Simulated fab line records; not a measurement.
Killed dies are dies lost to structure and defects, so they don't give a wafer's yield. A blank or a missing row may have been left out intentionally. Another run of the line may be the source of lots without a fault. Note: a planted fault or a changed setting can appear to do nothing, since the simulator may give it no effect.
What tool caused it?    flow n5_finfet    24 wafers from 8 lots sampled at 7 of the route's 1938 steps

== WHAT THE GAUGES READ, wafer by wafer ==
N5_PMOS_HMC_CHANNEL_EPI_INSPECT_30: inspects for defects (darkfield). Usual: raw_defect_count 19, standard deviation 6.1.
lot   measured     on                 raw_defect_count  flag
L186  day 2 21:37  defect_inspect-02  22 14 17          
L187  day 3 03:04  defect_inspect-02  15 13 11          
L188  day 3 08:05  defect_inspect-01  24 16 22          
L189  day 3 14:36  defect_inspect-01  5 21 21           
L190  day 3 20:47  defect_inspect-02  21 14 18          
L195  day 5 02:56  defect_inspect-02  33 18 18          
L197  day 5 14:32  defect_inspect-01  13 19 20          
L198  day 5 20:53  defect_inspect-01  21 30 21          

N5_FIN_SAQP_CD_MEAS_27: target cd 20 nm. Usual: cd_nm 20.28 nm, standard deviation 0.24.
lot   measured     on         cd_nm (nm)         flag
L186  day 3 01:12  cd_sem-01  20.70 19.93 20.41  
L187  day 3 07:29  cd_sem-02  - - -              OFF
L188  day 3 11:47  cd_sem-01  - - -              OFF
L189  day 3 17:57  cd_sem-01  - - -              OFF
L190  day 4 00:55  cd_sem-01  20.09 20.34 20.28  
L195  day 5 07:49  cd_sem-03  20.35 20.03 20.34  
L197  day 5 18:03  cd_sem-01  20.76 20.41 20.50  
L198  day 6 01:16  cd_sem-02  20.53 20.30 20.59  

N5_BEOL_M4_RC_MEAS_101. Usual: DIBL_N 36.3 mV/V, standard deviation 1; DIBL_P 36.2 mV/V, standard deviation 1.4; IOFF_N 0.157 nA/um, standard deviation 0.021; IOFF_P 0.206 nA/um, standard deviation 0.025; ION_N 673 uA/um, standard deviation 9; ION_P 461 uA/um, standard deviation 6.4; SS_N 71.5 mV/dec, standard deviation 0.5; SS_P 73.2 mV/dec, standard deviation 0.47; VT_N 249.9 mV, standard deviation 2.4; VT_P -250.6 mV, standard deviation 2.9.
lot   measured      on         DIBL_N (mV/V)   DIBL_P (mV/V)   IOFF_N (nA/um)     IOFF_P (nA/um)     ION_N (uA/um)  ION_P (uA/um)  SS_N (mV/dec)   SS_P (mV/dec)   VT_N (mV)          VT_P (mV)             flag
L186  day 9 11:14   prober-01  35.1 36.8 36.6  35.5 37.4 37.1  0.132 0.159 0.158  0.191 0.221 0.216  675 679 679    465 471 464    70.5 71.0 71.9  72.7 73.3 72.9  252.1 246.7 248.5  -252.4 -248.8 -251.5  
L190  day 9 14:26   prober-02  36.2 36.6 36.2  35.7 35.6 35.8  0.148 0.154 0.151  0.186 0.178 0.182  673 675 677    457 456 467    71.8 71.9 71.1  73.9 72.4 73.3  250.7 248.6 250.7  -252.1 -251.9 -252.5  
L195  day 11 07:20  prober-01  35.0 35.3 36.3  34.8 35.0 36.4  0.146 0.152 0.173  0.197 0.201 0.220  674 661 677    465 454 459    71.1 71.4 71.4  72.9 73.1 72.9  250.0 254.8 247.7  -252.0 -248.4 -250.4  
L197  day 11 23:32  prober-02  35.6 37.0 36.3  35.0 35.2 35.1  0.139 0.150 0.145  0.220 0.224 0.217  666 671 661    466 462 462    71.5 71.8 71.1  72.8 73.1 72.9  251.5 250.7 251.4  -247.1 -247.0 -247.4  
L198  day 11 15:38  prober-01  36.5 38.0 36.4  35.7 37.5 35.4  0.142 0.169 0.138  0.199 0.228 0.196  665 666 658    454 463 456    71.3 71.4 71.1  73.1 73.5 73.1  250.0 249.7 250.6  -250.1 -248.1 -253.0  

== EACH LOT AND THE TOOL THAT RAN IT (in order: tool; ch and the chambers of the sampled wafers; start) ==
lot   N5_PMOS_HMC_CHANNEL_EPI_FIN_RECESS_16  N5_FIN_SAQP_DENSIFY_62           N5_FIN_SAQP_ETCH_52                N5_FIN_SAQP_HM_OPEN_73
L186  rie_si-06 ch 0,2, day 2 18:17          rtp_anneal-01 ch 0, day 2 21:57  rie_diel-02 ch 1,2, day 2 23:16    rie_diel-02 ch 1,2, day 2 23:22
L187  rie_si-06 ch 1,2, day 3 00:22          rtp_anneal-01 ch 0, day 3 03:23  rie_diel-04 ch 0,1,3, day 3 04:43  rie_diel-04 ch 0,1,3, day 3 04:50
L188  rie_si-05 ch 0,1, day 3 05:42          rtp_anneal-01 ch 0, day 3 08:25  rie_diel-02 ch 0,1,2, day 3 09:37  rie_diel-02 ch 0,1,2, day 3 09:43
L189  rie_si-06 ch 0,1, day 3 11:49          rtp_anneal-02 ch 0, day 3 14:55  rie_diel-04 ch 0,1,2, day 3 16:02  rie_diel-04 ch 0,1,2, day 3 16:08
L190  rie_si-05 ch 1,2, day 3 17:59          rtp_anneal-02 ch 0, day 3 21:35  rie_diel-04 ch 0,1,2, day 3 22:49  rie_diel-04 ch 0,1,2, day 3 22:55
L195  rie_si-06 ch 0,3, day 5 00:26          rtp_anneal-02 ch 0, day 5 04:31  rie_diel-04 ch 1,3, day 5 05:47    rie_diel-04 ch 1,3, day 5 05:53
L197  rie_si-06 ch 1,2, day 5 12:08          rtp_anneal-02 ch 0, day 5 14:55  rie_diel-02 ch 0,1, day 5 16:05    rie_diel-02 ch 0,1, day 5 16:11
L198  rie_si-01 ch 0,1,3, day 5 18:30        rtp_anneal-01 ch 0, day 5 21:52  rie_diel-02 ch 1,3, day 5 23:04    rie_diel-02 ch 1,3, day 5 23:10
- N5_PMOS_HMC_CHANNEL_EPI_FIN_RECESS_16: chemistry HBr/Cl2, target Si, target depth 54 nm, time 18 s.
- N5_FIN_SAQP_DENSIFY_62: time 60 s.
- N5_FIN_SAQP_ETCH_52: etches SOC in N2/H2, target depth 100 nm, overetch 20 nm, time 150 s.
- N5_FIN_SAQP_HM_OPEN_73: chemistry CHF3/O2, target SiO2, stops on a-Si, target depth 12 nm, time 16.8 s.

== WHAT THE TOOLS THEMSELVES READ (means of the sampled wafers that have a number; where no wafer has one, the mark that the record gives instead) ==
N5_PMOS_HMC_CHANNEL_EPI_FIN_RECESS_16. Usual: drypump_motor_current_A 5.8 A, standard deviation 0.54; he_backside_leak_sccm 2.71 sccm, standard deviation 0.28; oes_product_au 1.003 a.u., standard deviation 0.01; throttle_valve_pct 35.53 %, standard deviation 0.28.
lot   tool       drypump_motor_current_A (A)  he_backside_leak_sccm (sccm)  oes_product_au (a.u.)  throttle_valve_pct (%)  flag
L186  rie_si-06  6.3                          2.49                          1.000                  35.72                   
L187  rie_si-06  5.2                          2.80                          1.009                  35.17                   
L188  rie_si-05  5.6                          2.51                          1.008                  35.44                   
L189  rie_si-06  5.5                          2.64                          1.007                  35.29                   
L190  rie_si-05  5.3                          3.03                          1.005                  35.66                   
L195  rie_si-06  6.4                          2.52                          0.999                  35.85                   
L197  rie_si-06  5.2                          2.62                          0.995                  35.18                   
L198  rie_si-01  6.2                          2.93                          0.998                  35.65                   

N5_FIN_SAQP_DENSIFY_62. Usual: lamp_power_pct 9.85 %, standard deviation 0.05; lamp_zone_6_pct 9.770 %, standard deviation 0.012; wafer_temp_C_max 703.3, standard deviation 0.62.
lot   tool           lamp_power_pct (%)  lamp_zone_6_pct (%)  wafer_temp_C_max  flag
L186  rtp_anneal-01  9.85                9.770                703.2             
L187  rtp_anneal-01  9.81                9.768                703.5             
L188  rtp_anneal-01  9.90                9.775                703.5             
L189  rtp_anneal-02  9.85                9.767                702.9             
L190  rtp_anneal-02  9.86                9.784                703.4             
L195  rtp_anneal-02  9.83                9.765                702.9             
L197  rtp_anneal-02  9.86                9.777                703.2             
L198  rtp_anneal-01  9.82                9.768                703.7             

N5_FIN_SAQP_ETCH_52. Usual: bias_w is 150.0 W with standard deviation 0.45, chamber_pressure_mTorr is 29.999 mTorr with standard deviation 0.026, drypump_motor_current_A is 5.9 A with standard deviation 0.54, oes_product_au is 0.70 a.u. with standard deviation 0.075, rf_vpp_V is 524.0 V with standard deviation 2.3, showerhead_plenum_p_Torr is 2.55 Torr with standard deviation 0.082, and throttle_valve_pct is 17.88 % with standard deviation 0.25.
lot   tool         bias_w (W)  chamber_pressure_mTorr (mTorr)  drypump_motor_current_A (A)  oes_product_au (a.u.)  rf_vpp_V (V)  showerhead_plenum_p_Torr (Torr)  throttle_valve_pct (%)  flag
L186  rie_diel-02  149.7       29.989                          6.2                          0.74                   525.1         2.61                             17.95                   
L187  rie_diel-04  -           -                               -                            -                      -             -                                -                       OFF
L188  rie_diel-02  -           -                               -                            -                      -             -                                -                       OFF
L189  rie_diel-04  -           -                               -                            -                      -             -                                -                       OFF
L190  rie_diel-04  150.4       30.005                          6.1                          0.68                   523.2         2.50                             17.90                   
L195  rie_diel-04  150.1       29.993                          6.0                          0.67                   525.5         2.58                             17.93                   
L197  rie_diel-02  150.3       30.001                          5.4                          0.77                   523.8         2.55                             17.67                   
L198  rie_diel-02  150.1       29.973                          5.4                          0.63                   525.0         2.60                             18.21                   

N5_FIN_SAQP_HM_OPEN_73. Usual: CHF3_flow_sccm 50.00 sccm, standard deviation 0.14; drypump_motor_current_A 5.8 A, standard deviation 0.53; oes_product_au 0.47 a.u., standard deviation 0.05; rf_vpp_V 527 V, standard deviation 4.7; showerhead_plenum_p_Torr 2.41 Torr, standard deviation 0.074; throttle_valve_pct 18.85 %, standard deviation 0.24.
lot   tool         CHF3_flow_sccm (sccm)  drypump_motor_current_A (A)  oes_product_au (a.u.)  rf_vpp_V (V)  showerhead_plenum_p_Torr (Torr)  throttle_valve_pct (%)  flag
L186  rie_diel-02  50.06                  6.2                          0.50                   527           2.47                             18.92                   
L187  rie_diel-04  49.97                  6.1                          0.29                   525           2.44                             18.83                   OFF
L188  rie_diel-02  50.02                  5.7                          0.28                   525           2.44                             18.81                   OFF
L189  rie_diel-04  49.92                  6.1                          0.29                   526           2.38                             18.88                   OFF
L190  rie_diel-04  49.95                  6.1                          0.46                   525           2.37                             18.92                   
L195  rie_diel-04  49.93                  6.0                          0.45                   526           2.43                             18.91                   
L197  rie_diel-02  50.24                  5.3                          0.52                   523           2.41                             18.53                   
L198  rie_diel-02  49.89                  5.4                          0.43                   525           2.46                             19.10                   

== THE ANSWER, worked out from the rows above alone ==
Rule: a lot counts as off when the mean over its wafers that have a number is more than 3 standard deviations away from the usual mean. A lot without any number at a reading at which 4 lots or more have one is off too. Where the step has rows for the other lots, those lots are counted as sound. After the gauges, taken in route order, come the tools' own readings; for these a lot's mean is taken, as printed above. The first step at which some lot is off is used, and at that step the reading that is off furthest; a lot without a number counts as furthest.
Off, at N5_FIN_SAQP_CD_MEAS_27 on cd_nm: L187, L188, L189. Without a number there: L187, L188, L189.
If a tool, at a process step before that reading, ran all the lots that are off and no sound lot after the first of them, it fits. Not tried: the gauges at N5_FIN_SAQP_CD_MEAS_27; whatever is off there is also off at N5_FIN_SAQP_ETCH_52, on other tools, and gauge error can't account for it. Not one of the candidates tried fits.

== WHAT HAD BEEN PUT IN BY THE SIMULATOR ==
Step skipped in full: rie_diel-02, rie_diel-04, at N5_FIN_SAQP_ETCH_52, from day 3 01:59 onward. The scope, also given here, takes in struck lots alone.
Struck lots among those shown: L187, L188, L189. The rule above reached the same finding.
